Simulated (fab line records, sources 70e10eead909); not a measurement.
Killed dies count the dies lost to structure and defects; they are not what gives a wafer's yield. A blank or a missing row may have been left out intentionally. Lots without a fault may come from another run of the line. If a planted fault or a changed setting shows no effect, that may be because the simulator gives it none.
fab line records | flow nandHarc | part 1 of 2: steps 1 to 4 of 6
record: lots: 24 wafers: 72 lastDay: 34
route steps=1302 shown A_STAIRCASE@672
lots that met no fault: from a run of the same line without faults
startH: the number of hours between the record's first day and the start of the first shown wafer of the lot | waitH: time in hours since the lot's previous step | " repeats the value in the row above | L1.1+2: a single row standing in for several wafers | - no value, or no start given | * or withheld: withheld | < > ~ a bound
route shown NAME@n: a module of which the file shows steps, and the number in the route of the first | usual: mean and standard deviation over wafers with no fault | same: alike in all rows | chamber/n: place in a boat | sites: per-site readings | _std_site: the standard deviation of these | _edge_site: mean of outer sites minus mean of inner sites | radiusMm: for every site, how far away it sits from the centre of the wafer | mask NAME#n: copy n | behind: the last tool/chamber to shape the wafer | hold: why the lot was held/for how many hours/how that ended | device: the n, p or np transistor that did not switch | end of line: at the end of the route, the tests of the same wafers | a step given without rows: its recipe and nothing more | killed: dies that structure and defects cost at the first sort, which is not the same as the wafer's yield | map: shows each die of a wafer: x if killed, . if not, _ if none is there
set.NAME: setting as actually run; set.NAME@STEP: the setting as run at that earlier step | model.NAME: the simulator's own value behind a step, which no gauge read
a sample of lots followed through the steps of the route, with each step as a table and each wafer as a row
services: a tool's chamber out of use, with start hour (startH, from the record's first day; less than 0 if before it), hours out, and reason
== steps ==
step: NHARC_A_STAIRCASE_TRIM_16
recipe: timeS: 211.2 o2FlowSccm: 500 arFlowSccm: 0 biasW: 0 chemistry: O2
usual: drypumpMotorCurrentA: 6.1/0.35 oesProductAu: 1.001/0.0068 rfVppV: 58.0/0.86 showerheadPlenumPTorr: 3.59/0.16 throttleValvePct: 17.037/0.0087
columns lot.wafer tool chamber startH waitH drypumpMotorCurrentA oesProductAu rfHoursCounterH rfVppV showerheadPlenumPTorr throttleValvePct
L074.1 rieDiel-04 0 - - 6.2 0.996 55 57.6 3.37 17.024
L074.2 " 1 " " 6.3 1.003 49 58.6 3.43 17.038
L074.3 " 2 " " 6.3 0.996 45 58.0 3.63 17.049
L075.1 rieDiel-06 0 - - 6.0 0.997 21 59.0 3.50 17.048
L075.4 " 1 " " 6.4 0.993 18 57.8 3.80 17.050
L075.2 " 3 " " 6.5 0.996 17 57.6 3.74 17.017
L076.3 rieDiel-01 3 - - 5.9 1.007 55 58.5 3.78 17.042
L076.5 " 0 " " 5.7 0.991 - 57.7 3.41 17.041
L076.6 " 1 " " 5.4 0.997 - 58.6 3.45 17.022
L077.1 rieDiel-06 3 - - 6.5 1.002 21 56.7 3.73 17.037
L077.2 " 0 " " 6.0 0.989 25 56.8 3.50 17.041
L077.3 " 1 " " 6.4 0.989 23 58.3 3.80 17.044
L078.1 rieDiel-01 1 - - 5.4 0.994 1 58.0 3.45 17.048
L078.4 " 0 " " 5.7 0.999 1 56.8 3.41 17.038
L078.5 " 2 " " 6.1 1.001 - 59.5 3.81 17.035
L079.4 rieDiel-04 2 - - 6.3 1.009 14 58.9 3.62 17.034
L079.6 " 1 " " 6.3 0.993 - 56.9 3.42 17.024
L079.5 " 2 " " 6.3 0.990 - 58.0 3.62 17.042
L080.1 rieDiel-04 2 - - 6.3 1.005 18 57.9 3.62 17.040
L080.2 " 3 " " 5.5 0.998 15 56.4 3.80 17.038
L080.4 " 1 " " 6.3 1.012 16 58.0 3.42 17.034
L082.2 rieDiel-01 0 - - 5.7 1.008 9 58.0 3.40 17.041
L082.6 " 2 " " 6.1 1.005 - 58.3 3.80 17.044
L082.5 " 3 " " 6.0 0.988 - 58.8 3.77 17.042
L081.3 rieDiel-06 1 - - 6.4 0.991 35 59.5 3.79 17.023
L081.2 " 2 " " 6.5 1.010 30 57.4 3.60 17.025
L081.6 " 1 " " 6.4 0.999 - 57.1 3.79 17.051
L085.2 rieDiel-01 0 - - 5.7 1.007 19 55.2 3.39 17.024
L085.3 " 1 " " 5.4 0.997 22 57.4 3.44 17.032
L085.4 " 2 " " 6.1 1.008 22 58.5 3.80 17.024
L084.4 rieDiel-06 0 - - 6.0 1.000 48 56.7 3.49 17.034
L084.2 " 1 " " 6.4 1.000 45 57.5 3.78 17.024
L084.6 " 3 " " 6.5 1.011 - 57.8 3.72 17.043
L083.4 rieDiel-06 3 - - 6.5 1.014 46 58.1 3.72 17.042
L083.2 " 2 " " 6.4 1.007 42 57.8 3.59 17.039
L083.5 " 3 " " 6.5 1.004 - 58.1 3.72 17.054
L086.2 rieDiel-06 0 - - 6.0 0.997 54 58.6 3.49 17.040
L086.3 " 2 " " 6.5 1.014 48 57.9 3.59 17.048
L086.5 " 3 " " 6.5 0.999 - 58.4 3.71 17.038
L087.3 rieDiel-01 1 - - 5.4 1.004 34 56.9 3.43 17.048
L087.2 " 2 " " 6.1 1.003 32 59.5 3.79 17.040
L087.4 " 3 " " 6.0 0.994 28 58.3 3.76 17.043
L088.3 rieDiel-06 1 - - 6.4 1.001 1 58.8 3.78 17.039
L088.2 " 3 " " 6.5 0.996 1 58.1 3.71 17.028
L088.6 " 1 " " 6.5 1.018 - 59.2 3.78 17.042
L089.1 rieDiel-04 1 - - 6.3 1.002 47 56.6 3.41 17.034
L089.2 " 2 " " 6.3 1.003 47 57.6 3.60 17.038
L089.4 " 0 " " 6.2 0.999 39 57.2 3.35 17.031
L090.2 rieDiel-06 2 - - 6.4 1.004 5 57.8 3.58 17.037
L090.3 " 3 " " 6.5 0.983 7 58.6 3.71 17.031
L090.6 " 1 " " 6.4 0.991 - 58.4 3.78 17.034
L091.1 rieDiel-01 2 - - 6.1 0.996 56 59.1 3.78 17.038
L091.3 " 0 " " 5.7 1.008 53 57.2 3.38 17.042
L091.4 " 1 " " 5.4 1.006 54 56.8 3.42 17.044
L092.1 rieDiel-06 1 - - 6.4 1.002 15 58.1 3.77 17.043
L092.6 " 1 " " 6.5 1.000 - 59.1 3.77 17.034
L092.5 " 0 " " 6.0 1.003 - 57.0 3.48 17.037
L093.3 rieDiel-06 2 - - 6.4 1.005 16 59.0 3.58 17.041
L093.1 " 0 " " 6.0 0.999 18 58.5 3.48 17.037
L093.5 " 1 " " 6.4 0.990 - 58.6 3.77 17.020
L094.4 rieDiel-04 1 - - 6.3 1.005 4 57.3 3.40 17.043
L094.3 " 0 " " 6.2 1.000 4 58.7 3.34 17.046
L094.5 " 2 " " 6.3 1.003 - 57.6 3.59 17.034
L095.1 rieDiel-04 2 - - 6.3 0.999 7 58.1 3.59 17.035
L095.4 " 0 " " 6.2 1.005 8 58.4 3.34 17.036
L095.5 " 3 " " 5.5 1.008 - 57.4 3.77 17.038
L096.3 rieDiel-06 2 - - 6.5 1.002 24 58.4 3.57 17.045
L096.4 " 3 " " 6.5 0.998 18 59.0 3.70 17.039
L096.5 " 3 " " 6.5 0.989 - 58.3 3.70 17.025
L097.1 rieDiel-04 3 - - 5.5 1.007 15 58.4 3.77 17.044
L097.4 " 2 " " 6.3 1.002 12 58.1 3.59 17.030
L097.5 " 0 " " 6.2 0.988 - 57.2 3.34 17.039
step: NHARC_A_STAIRCASE_ETCH_17
recipe: targetDepthA: 1000 timeS: 40.5 ionEnergyEv: 400 c4f8FlowSccm: 20 o2FlowSccm: 10 arFlowSccm: withheld rfW: 600 biasW: 1000 chemistry: C4F8/O2
usual: oesProductAu: 0.943/0.0095 rfVppV: 898/6
columns lot.wafer tool chamber startH waitH oesProductAu rfHoursCounterH rfVppV
L074.2 rieDiel-04 3 - - 0.952 51 887
L074.1 " 0 " " 0.947 55 892
L074.3 " 1 " " 0.947 49 892
L075.2 rieDiel-06 2 - - 0.960 13 899
L075.4 " 3 " " 0.950 17 903
L075.1 " 0 " " 0.946 21 895
L076.3 rieDiel-01 3 - - 0.941 55 904
L076.5 " 3 " " 0.936 - 905
L076.6 " 0 " " 0.943 - 891
L077.3 rieDiel-06 1 - - 0.940 23 905
L077.2 " 2 " " 0.956 17 898
L077.1 " 3 " " 0.944 21 904
L078.4 rieDiel-01 0 - - 0.942 1 890
L078.1 " 2 " " 0.946 1 905
L078.5 " 3 " " 0.944 - 906
L079.4 rieDiel-04 3 - - 0.933 13 906
L079.5 " 0 " " 0.942 - 889
L079.6 " 1 " " 0.942 - 892
L080.4 rieDiel-04 1 - - 0.928 17 893
L080.1 " 2 " " 0.943 18 900
L080.2 " 3 " " 0.933 16 906
L082.2 rieDiel-01 2 - - 0.958 13 905
L082.5 " 3 " " 0.942 - 906
L082.6 " 0 " " 0.972 - 892
L081.3 rieDiel-06 3 - - 0.951 36 902
L081.2 " 0 " " 0.939 40 895
L081.6 " 2 " " 0.954 - 897
L085.4 rieDiel-01 0 - - 0.952 19 891
L085.3 " 1 " " 0.962 22 893
L085.2 " 2 " " 0.956 22 907
L084.2 rieDiel-06 2 - - 0.935 42 896
L084.4 " 0 " " 0.929 48 895
L084.6 " 3 " " 0.941 - 904
L083.2 rieDiel-06 0 - - 0.936 48 894
L083.4 " 2 " " 0.938 42 899
L083.5 " 1 " " 0.928 - 905
L086.2 rieDiel-06 2 - - 0.966 48 900
L086.3 " 3 " " 0.943 53 903
L086.5 " 2 " " 0.961 - 897
L087.3 rieDiel-01 0 - - 0.948 34 892
L087.4 " 2 " " 0.951 32 904
L087.2 " 3 " " 0.956 28 905
L088.2 rieDiel-06 0 - - 0.937 1 895
L088.3 " 1 " " 0.933 1 905
L088.6 " 0 " " 0.938 - 894
L089.1 rieDiel-04 0 - - 0.943 39 889
L089.2 " 1 " " 0.939 47 892
L089.4 " 3 " " 0.941 38 906
L090.3 rieDiel-06 2 - - 0.939 6 899
L090.2 " 3 " " 0.945 7 903
L090.6 " 0 " " 0.936 - 894
L091.3 rieDiel-01 2 - - 0.945 56 906
L091.1 " 3 " " 0.956 50 906
L091.4 " 0 " " 0.958 53 891
L092.1 rieDiel-06 0 - - 0.927 17 894
L092.5 " 0 " " 0.933 - 896
L092.6 " 2 " " 0.932 - 898
L093.3 rieDiel-06 1 - - 0.946 17 904
L093.1 " 2 " " 0.949 16 898
L093.5 " 2 " " 0.952 - 898
L094.4 rieDiel-04 1 - - 0.939 4 890
L094.3 " 2 " " 0.925 3 899
L094.5 " 0 " " 0.939 - 889
L095.4 rieDiel-04 3 - - 0.943 8 904
L095.1 " 0 " " 0.942 8 890
L095.5 " 2 " " 0.947 - 897
L096.4 rieDiel-06 3 - - 0.949 18 902
L096.3 " 0 " " 0.942 29 893
L096.5 " 3 " " 0.942 - 904
L097.4 rieDiel-04 3 - - 0.929 15 904
L097.1 " 2 " " 0.940 12 898
L097.5 " 0 " " 0.932 - 889
step: NHARC_A_STAIRCASE_STRIP_175
recipe: powerW: 1500 tempC: 250 chemistry: O2
usual: drypumpMotorCurrentA: 5.5/0.33 heaterPowerW: 314/45 rfReflPowerW: 24/6.9
columns lot.wafer tool chamber startH waitH drypumpMotorCurrentA heaterPowerW rfHoursCounterH rfReflPowerW
L074.1 plasmaAsher-01 1 356.55 2.8 5.7 291 0 -
L074.2 " 0 " " 5.1 292 0 -
L074.3 " 1 " " 5.7 281 - -
L075.1 plasmaAsher-02 0 366.11 0.1 5.2 435 23 37
L075.2 " 1 " " 6.1 321 23 13
L075.4 " 0 " " 5.2 436 - 38
L076.3 plasmaAsher-01 0 367.07 0.2 5.1 282 - -
L076.6 " 0 " " 5.1 289 - -
L076.5 " 1 " " 5.7 292 - -
L077.2 plasmaAsher-01 1 381.19 0.1 5.6 284 6 24
L077.1 " 0 " " 5.2 287 6 25
L077.3 " 0 " " 5.1 280 - 25
L078.1 plasmaAsher-01 0 395.87 0.1 5.1 296 9 25
L078.4 " 0 " " 5.1 283 - 24
L078.5 " 0 " " 5.1 288 - 24
L079.4 plasmaAsher-01 0 405.64 0.2 5.1 281 - 24
L079.5 " 1 " " 5.7 288 - 25
L079.6 " 0 " " 5.1 292 - 24
L080.2 plasmaAsher-02 1 413.72 0.1 6.1 323 33 15
L080.1 " 0 " " 5.2 445 33 38
L080.4 " 0 " " 5.2 441 - 38
L082.2 plasmaAsher-01 0 427.44 0.1 5.1 284 16 24
L082.6 " 0 " " 5.1 291 - 24
L082.5 " 1 " " 5.6 294 - 23
L081.2 plasmaAsher-01 0 428.53 0.1 5.1 288 16 25
L081.3 " 0 " " 5.1 292 - 24
L081.6 " 0 " " 5.1 286 - 25
L085.2 plasmaAsher-01 0 455.52 0.1 5.1 293 22 25
L085.4 " 1 " " 5.7 290 - 22
L085.3 " 0 " " 5.1 287 - 24
L084.2 plasmaAsher-01 0 458.99 0.1 5.1 282 23 24
L084.4 " 0 " " 5.1 283 - 24
L084.6 " 1 " " 5.6 289 - 24
L083.2 plasmaAsher-02 1 459.19 0.1 6.0 333 5 13
L083.4 " 1 " " 6.1 336 - 15
L083.5 " 1 " " 6.0 340 - 14
L086.2 plasmaAsher-01 1 485.14 0.1 5.6 285 28 23
L086.3 " 0 " " 5.1 286 - 24
L086.5 " 1 " " 5.6 291 - 22
L087.2 plasmaAsher-01 1 489.09 0.1 5.6 291 28 -
L087.3 " 1 " " 5.6 297 - -
L087.4 " 0 " " 5.1 290 - -
L088.2 plasmaAsher-01 1 498.61 0.1 5.6 287 31 24
L088.3 " 0 " " 5.1 285 - 24
L088.6 " 0 " " 5.1 289 - 24
L089.2 plasmaAsher-01 1 498.90 0.2 5.7 293 31 22
L089.1 " 0 " " 5.1 295 31 24
L089.4 " 1 " " 5.7 287 - 23
L090.2 plasmaAsher-01 0 511.88 0.1 5.1 280 34 -
L090.3 " 1 " " 5.6 293 - -
L090.6 " 1 " " 5.6 290 - -
L091.1 plasmaAsher-02 1 531.86 0.1 6.0 336 21 14
L091.4 " 1 " " 6.0 328 - 14
L091.3 " 0 " " 5.2 408 - 37
L092.1 plasmaAsher-01 1 540.04 0.1 5.7 300 1 25
L092.6 " 0 " " 5.1 282 - 23
L092.5 " 1 " " 5.7 299 - 22
L093.1 plasmaAsher-01 1 543.65 0.1 5.7 310 2 23
L093.3 " 0 " " 5.1 292 - 24
L093.5 " 0 " " 5.1 284 - 25
L094.3 plasmaAsher-02 1 561.47 0.2 6.1 331 - 14
L094.4 " 0 " " 5.2 398 - 38
L094.5 " 1 " " 6.1 332 - 14
L095.1 plasmaAsher-02 0 573.00 0.1 5.2 402 29 37
L095.4 " 0 " " 5.3 405 - 37
L095.5 " 0 " " 5.2 402 - 36
L096.4 plasmaAsher-01 1 573.08 0.2 5.6 303 - 24
L096.3 " 0 " " 5.1 288 - 24
L096.5 " 0 " " 5.1 296 - 24
L097.1 plasmaAsher-02 0 583.05 0.1 5.2 405 31 37
L097.4 " 0 " " 5.2 413 - 37
L097.5 " 0 " " 5.3 409 - 37
step: NHARC_A_STAIRCASE_DESCUM_186
recipe: timeS: 3 o2FlowSccm: 200 arFlowSccm: 0 biasPowerW: 0 chemistry: O2
usual: drypumpMotorCurrentA: 6.0/0.37 oesProductAu: 1.001/0.0068 rfVppV: 57.9/0.87 showerheadPlenumPTorr: 1.95/0.099 throttleValvePct: 11.311/0.0084
columns lot.wafer tool chamber startH waitH drypumpMotorCurrentA oesProductAu rfHoursCounterH rfVppV showerheadPlenumPTorr throttleValvePct
L074.3 rieDiel-01 1 358.28 - 5.4 1.000 50 57.8 1.87 11.312
L074.2 " 3 " " 5.9 0.998 51 56.7 2.06 11.309
L074.1 " 0 " " 5.7 0.989 53 56.2 1.84 11.312
L075.2 rieDiel-06 1 367.49 - 6.4 0.996 20 58.8 2.07 11.308
L075.4 " 2 " " 6.4 1.009 14 56.6 1.96 11.318
L075.1 " 0 " " 6.0 0.991 22 57.6 1.90 11.300
L076.3 rieDiel-04 2 368.49 - 6.3 1.001 1 56.8 1.97 11.318
L076.5 " 2 " " 6.4 0.995 - 57.1 1.97 11.311
L076.6 " 3 " " 5.4 1.002 - 59.4 2.08 11.318
L077.3 rieDiel-04 2 382.71 - 6.3 0.999 5 59.4 1.97 11.339
L077.1 " 3 " " 5.4 0.992 5 57.8 2.07 11.312
L077.2 " 0 " " 6.2 1.006 4 58.5 1.82 11.305
L078.4 rieDiel-06 1 397.34 - 6.4 0.998 29 58.6 2.07 11.308
L078.1 " 2 " " 6.5 1.000 24 57.2 1.95 11.313
L078.5 " 2 " " 6.5 1.009 - 57.3 1.95 11.309
L079.4 rieDiel-06 2 407.03 - 6.4 1.016 25 57.8 1.95 11.313
L079.5 " 0 " " 6.0 1.003 - 57.8 1.90 11.322
L079.6 " 1 " " 6.3 1.006 - 58.2 2.07 11.316
L080.4 rieDiel-04 0 415.26 - 6.2 0.989 15 57.9 1.82 11.312
L080.2 " 1 " " 6.3 1.004 17 58.4 1.85 11.322
L080.1 " 2 " " 6.3 0.999 18 56.6 1.97 11.302
L082.2 rieDiel-01 0 428.97 - 5.7 1.003 11 56.7 1.84 11.317
L082.5 " 2 " " 6.1 1.015 - 57.8 2.07 11.297
L082.6 " 3 " " 5.9 1.005 - 58.3 2.05 11.295
L081.3 rieDiel-01 1 429.99 - 5.4 1.000 14 57.6 1.87 11.307
L081.2 " 0 " " 5.7 1.002 11 57.1 1.84 11.306
L081.6 " 2 " " 6.1 1.010 - 58.1 2.07 11.313
L085.4 rieDiel-06 2 456.99 - 6.5 1.003 42 57.6 1.95 11.312
L085.3 " 0 " " 6.0 1.006 47 57.1 1.89 11.311
L085.2 " 1 " " 6.4 1.002 45 57.6 2.06 11.314
L084.2 rieDiel-04 3 460.38 - 5.5 1.006 26 58.2 2.07 11.304
L084.4 " 1 " " 6.3 0.995 33 57.5 1.85 11.304
L084.6 " 3 " " 5.5 1.013 - 58.2 2.07 11.301
L083.4 rieDiel-01 0 460.71 - 5.6 1.010 24 57.5 1.83 11.301
L083.2 " 3 " " 5.9 1.007 19 58.6 2.05 11.302
L083.5 " 0 " " 5.6 1.002 - 57.7 1.83 11.309
L086.3 rieDiel-01 3 488.18 - 5.9 0.996 32 58.5 2.05 11.307
L086.2 " 0 " " 5.7 1.018 36 57.7 1.83 11.330
L086.5 " 1 " " 5.4 1.005 - 58.2 1.86 11.314
L087.2 rieDiel-01 2 490.60 - 6.1 1.002 37 58.2 2.06 11.293
L087.4 " 3 " " 5.9 1.003 33 57.9 2.05 11.320
L087.3 " 1 " " 5.4 1.012 38 56.3 1.86 11.295
L088.3 rieDiel-06 1 500.00 - 6.4 1.010 2 58.4 2.06 11.307
L088.2 " 3 " " 6.5 0.998 2 60.0 2.02 11.305
L088.6 " 1 " " 6.4 1.000 - 56.6 2.06 11.305
L089.4 rieDiel-01 2 500.43 - 6.1 1.002 44 57.9 2.06 11.295
L089.2 " 3 " " 5.9 0.997 39 58.2 2.04 11.299
L089.1 " 0 " " 5.6 1.003 42 57.2 1.83 11.319
L090.3 rieDiel-01 0 513.33 - 5.7 1.010 47 57.9 1.83 11.315
L090.2 " 2 " " 6.1 0.998 48 58.7 2.06 11.331
L090.6 " 2 " " 6.1 0.993 - 57.2 2.06 11.315
L091.3 rieDiel-06 1 533.38 - 6.4 1.006 13 58.2 2.05 11.327
L091.1 " 2 " " 6.5 1.002 12 57.5 1.94 11.306
L091.4 " 0 " " 6.0 1.006 - 56.9 1.88 11.324
L092.1 rieDiel-01 1 541.52 - 5.4 1.006 57 57.0 1.85 11.306
L092.6 " 0 " " 5.6 1.008 - 57.5 1.82 11.314
L092.5 " 1 " " 5.4 1.004 - 59.4 1.85 11.321
L093.3 rieDiel-01 3 545.12 - 5.9 0.993 54 58.8 2.04 11.319
L093.1 " 2 " " 6.1 1.003 60 60.0 2.06 11.311
L093.5 " 0 " " 5.6 1.002 - 57.9 1.82 11.318
L094.3 rieDiel-04 1 562.78 - 6.3 0.994 5 56.8 1.84 11.289
L094.4 " 0 " " 6.2 0.991 6 56.4 1.80 11.295
L094.5 " 2 " " 6.3 0.990 - 57.5 1.95 11.317
L095.4 rieDiel-04 0 574.33 - 6.2 0.998 9 57.3 1.80 11.310
L095.1 " 3 " " 5.4 1.000 10 57.4 2.05 11.314
L095.5 " 0 " " 6.2 0.996 - 58.2 1.80 11.315
L096.3 rieDiel-01 3 574.50 - 5.9 1.003 1 58.5 2.04 11.298
L096.4 " 1 " " 5.4 1.008 1 58.0 1.85 11.311
L096.5 " 2 " " 6.1 1.007 - 59.7 2.05 11.314
L097.1 rieDiel-06 3 584.60 - 6.5 1.008 24 57.7 2.01 11.316
L097.4 " 2 " " 6.5 1.007 30 58.3 1.94 11.318
L097.5 " 0 " " 6.0 1.009 - 58.5 1.88 11.294
